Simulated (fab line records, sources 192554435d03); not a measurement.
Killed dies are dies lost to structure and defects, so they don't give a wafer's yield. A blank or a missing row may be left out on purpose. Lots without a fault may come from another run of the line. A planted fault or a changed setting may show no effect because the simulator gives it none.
Chamber matching | flow n5_finfet | N5_BEOL_M3_ETCHBACK_99 on rie_diel-02: 4 sister chambers
The step etches SiO2 in CHF3, target depth 5 nm, time 10.4 s. 8 wafers are shown with their chamber, then 12 later ones without.

WAFERS WITH THEIR CHAMBER
wafer  | chamber | showerhead_plenum_p_Torr (Torr) | throttle_valve_pct (%)
L078.3 | 0       | 2.14                            | 17.33
L088.5 | 2       | 2.26                            | 16.86
L086.1 | 3       | 2.10                            | 17.04
L086.5 | 1       | 2.12                            | 17.21
L086.6 | 2       | 2.26                            | 16.88
L087.1 | 1       | 2.12                            | 17.20
L087.3 | 3       | 2.10                            | 17.04
L087.6 | 0       | 2.13                            | 17.36

WAFERS WITHOUT THEIR CHAMBER
wafer  | showerhead_plenum_p_Torr (Torr) | throttle_valve_pct (%)
L093.1 | 2.13                            | 17.38
L093.2 | 2.12                            | 17.20
L093.4 | 2.10                            | 17.05
L095.3 | 2.10                            | 17.06
L095.5 | 2.10                            | 17.06
L095.6 | 2.13                            | 17.39
L094.1 | 2.10                            | 17.06
L094.5 | 2.10                            | 17.06
L094.6 | 2.13                            | 17.39
L096.1 | 2.10                            | 17.08
L096.2 | 2.13                            | 17.41
L096.4 | 2.25                            | 16.92

WHICH CHAMBER EACH WENT THROUGH
wafer  | from the rows above | in truth
L093.1 | 0                   | 0
L093.2 | 1                   | 1
L093.4 | 3                   | 3
L095.3 | 3                   | 3
L095.5 | 3                   | 3
L095.6 | 0                   | 0
L094.1 | 3                   | 3
L094.5 | 3                   | 3
L094.6 | 0                   | 0
L096.1 | 3                   | 3
L096.2 | 0                   | 0
L096.4 | 2                   | 2
Placed correctly: 12 of 12. Can't be placed from these rows: 0. Placed wrongly: 0.
How it was worked out, from the rows above alone: a wafer's distance from a chamber is the root of the sum, over the readings, of the square of ((its reading less the chamber's mean) divided by the reading's scatter). The wafer belongs to the nearest chamber; if the next one is less than 2 further off, it can't be placed. A chamber's mean is the mean of its shown wafers. The scatter: the root of (the sum of the squares of (reading less its chamber's mean) over the shown wafers, divided by (wafers less chambers)).
